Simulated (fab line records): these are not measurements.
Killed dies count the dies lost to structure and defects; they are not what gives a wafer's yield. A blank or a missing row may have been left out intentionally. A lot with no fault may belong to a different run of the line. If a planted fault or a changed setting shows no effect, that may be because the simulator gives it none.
Which tool is to blame? -- flow nand-harc -- 42 wafers from 14 lots sampled at 4 of the route's 1302 steps

== WHAT EACH GAUGE READ, for each wafer ==
NHARC_END_SORT_01. Usual: killed-at-array 61, standard deviation 22; killed-at-other 0.8, standard deviation 1; killed-at-periphery 3.8, standard deviation 2.3; killed-dies 66, standard deviation 22; killed-open 3.2, standard deviation 1.9; killed-short 2.8, standard deviation 1.8.
lot,measured,on,killed-at-array,killed-at-other,killed-at-periphery,killed-dies,killed-open,killed-short,flag
L970,day 31 11:17,prober-01,205 166 122,3 2 4,3 2 8,211 170 134,7 0 6,2 1 5,OFF
L973,day 32 06:20,prober-02,129 181 131,0 0 0,2 2 3,131 183 134,1 3 1,1 5 1,OFF

== WHAT TOOL EACH LOT RAN ON (gives the tool, then ch and the chambers of the sampled wafers, and finally the start) ==
lot,NHARC_A_CONTACT_ALD_18,NHARC_THIN_TSV_ETCH_15,NHARC_THIN_TSV_PVD_51
L954,"ald-metal-02 ch 2,3, day 23 07:47","rie-si-04 ch 1,3, day 24 15:26","pvd-sputter-02, no start"
L955,"ald-metal-04 ch 0,1, day 23 11:13","rie-si-04 ch 0,1, day 24 17:42","pvd-sputter-01, no start"
L956,"ald-metal-04 ch 0,2, day 23 14:37","rie-si-04 ch 2,3, day 24 21:21","pvd-sputter-03, no start"
L958,"ald-metal-04 ch 1,2, day 24 10:49","rie-si-04 ch 0,1,3, day 25 18:21","pvd-sputter-03, no start"
L959,"ald-metal-02 ch 2,3, day 24 12:58","rie-si-05 ch 2,3, day 25 19:33","pvd-sputter-03, no start"
L962,"ald-metal-04 ch 2,3, day 25 22:56","rie-si-04 ch 1,2,3, day 27 06:06","pvd-sputter-02, no start"
L964,"ald-metal-02 ch 0,3, day 26 07:48","rie-si-01 ch 2,3, day 27 11:20","pvd-sputter-02, no start"
L966,"ald-metal-01 ch 0,1,2, day 26 11:34","rie-si-04 ch 0,2,3, day 27 18:21","pvd-sputter-03, no start"
L965,"ald-metal-02 ch 1,2, day 26 21:50","rie-si-04 ch 1,2,3, day 28 07:43","pvd-sputter-02, no start"
L968,"ald-metal-01 ch 0,3, day 28 04:45","rie-si-05 ch 0,3, day 29 13:53","pvd-sputter-01, no start"
L970,"ald-metal-04 ch 0,1,2, day 29 11:51","rie-si-01 ch 0,2,3, day 30 18:22","pvd-sputter-02, day 31 11:17 or earlier"
L973,"ald-metal-04 ch 2,3, day 30 00:59","rie-si-05 ch 2,3, day 31 09:23","pvd-sputter-02, day 32 06:20 or earlier"
L974,"ald-metal-02 ch 0,1, day 30 08:13","rie-si-01 ch 0,3, day 31 15:20","pvd-sputter-01, no start"
L976,"ald-metal-01 ch 0,1,2, day 31 17:54","rie-si-01 ch 1,2,3, day 33 13:03","pvd-sputter-03, no start"
- NHARC_A_CONTACT_ALD_18: deposits TiN, target thk 3 nm, pulse time 1 s, ald cycles 150.
- NHARC_THIN_TSV_ETCH_15: target depth 3000 nm, bosch target overetch cycles 2, bosch etch step 2.8 s.
- NHARC_THIN_TSV_PVD_51: deposits Cu, target thk 100 nm.

== WHAT THE TOOLS THEMSELVES READ (means of the sampled wafers that have a number; where no wafer has one, the mark that the record gives instead) ==
NHARC_A_CONTACT_ALD_18. Usual: heater-power-w 1081 W, standard deviation 120; precursor-pulse-height-rel 0.999, standard deviation 0.02.
lot,tool,heater-power-w (W),precursor-pulse-height-rel,flag
L954,ald-metal-02,1132,0.999,
L955,ald-metal-04,1056,1.018,
L956,ald-metal-04,1060,1.001,
L958,ald-metal-04,997,0.984,
L959,ald-metal-02,1146,0.989,
L962,ald-metal-04,1053,0.985,
L964,ald-metal-02,1115,0.998,
L966,ald-metal-01,1127,0.996,
L965,ald-metal-02,1077,1.004,
L968,ald-metal-01,937,0.994,
L970,ald-metal-04,1021,0.979,
L973,ald-metal-04,989,1.012,
L974,ald-metal-02,1036,0.990,
L976,ald-metal-01,1092,0.993,

NHARC_THIN_TSV_ETCH_15. Usual: drypump-motor-current-A reads 5.8 A (standard deviation 0.47).
lot,tool,drypump-motor-current-A (A),flag
L954,rie-si-04,5.8,
L955,rie-si-04,5.9,
L956,rie-si-04,6.0,
L958,rie-si-04,5.9,
L959,rie-si-05,5.4,
L962,rie-si-04,6.0,
L964,rie-si-01,6.4,
L966,rie-si-04,6.0,
L965,rie-si-04,6.0,
L968,rie-si-05,5.5,
L970,rie-si-01,6.1,
L973,rie-si-05,5.4,
L974,rie-si-01,5.7,
L976,rie-si-01,5.9,

NHARC_THIN_TSV_PVD_51. Usual: throttle-valve-pct reads 29.9 % (standard deviation 1.3).
lot,tool,throttle-valve-pct (%),flag
L954,pvd-sputter-02,28.6,
L955,pvd-sputter-01,29.5,
L956,pvd-sputter-03,30.3,
L958,pvd-sputter-03,29.6,
L959,pvd-sputter-03,29.5,
L962,pvd-sputter-02,31.7,
L964,pvd-sputter-02,30.4,
L966,pvd-sputter-03,29.7,
L965,pvd-sputter-02,29.2,
L968,pvd-sputter-01,30.6,
L970,pvd-sputter-02,28.9,
L973,pvd-sputter-02,30.0,
L974,pvd-sputter-01,30.9,
L976,pvd-sputter-03,30.2,

== THE ANSWER, worked out from the rows above alone ==
Rule: lot off if the mean of its wafers having a number is beyond 3 standard deviations from the usual mean. A lot without any number at a reading at which 4 lots or more have one is off too. Where the step has rows for the other lots, those lots are counted as sound. Order of review: gauges by route order, followed by the tools' own readings, for which a lot's mean as printed above is used. At the first step where some lot is off, the reading lying furthest off is the one used; lots without a number count as furthest.
Off: L970, L973, at NHARC_END_SORT_01 (killed-dies). Neither off nor sound, because the step has no rows for them: L954, L955, L956, L958, L959, L962, L964, L966, L965, L968, L974, L976.
A tool fits if, at a process step before that reading, it ran every lot that is off, and no sound lot after the first of them. Gauges at NHARC_END_SORT_01: tried the same way as those tools. With no start given for some of its lots, NHARC_THIN_TSV_PVD_51 uses the hours and lot order of NHARC_END_SORT_01. Undecided on this evidence; 2 tools fit (ald-metal-04 at NHARC_A_CONTACT_ALD_18, pvd-sputter-02 at NHARC_THIN_TSV_PVD_51).

== WHAT THE SIMULATOR PUT IN ==
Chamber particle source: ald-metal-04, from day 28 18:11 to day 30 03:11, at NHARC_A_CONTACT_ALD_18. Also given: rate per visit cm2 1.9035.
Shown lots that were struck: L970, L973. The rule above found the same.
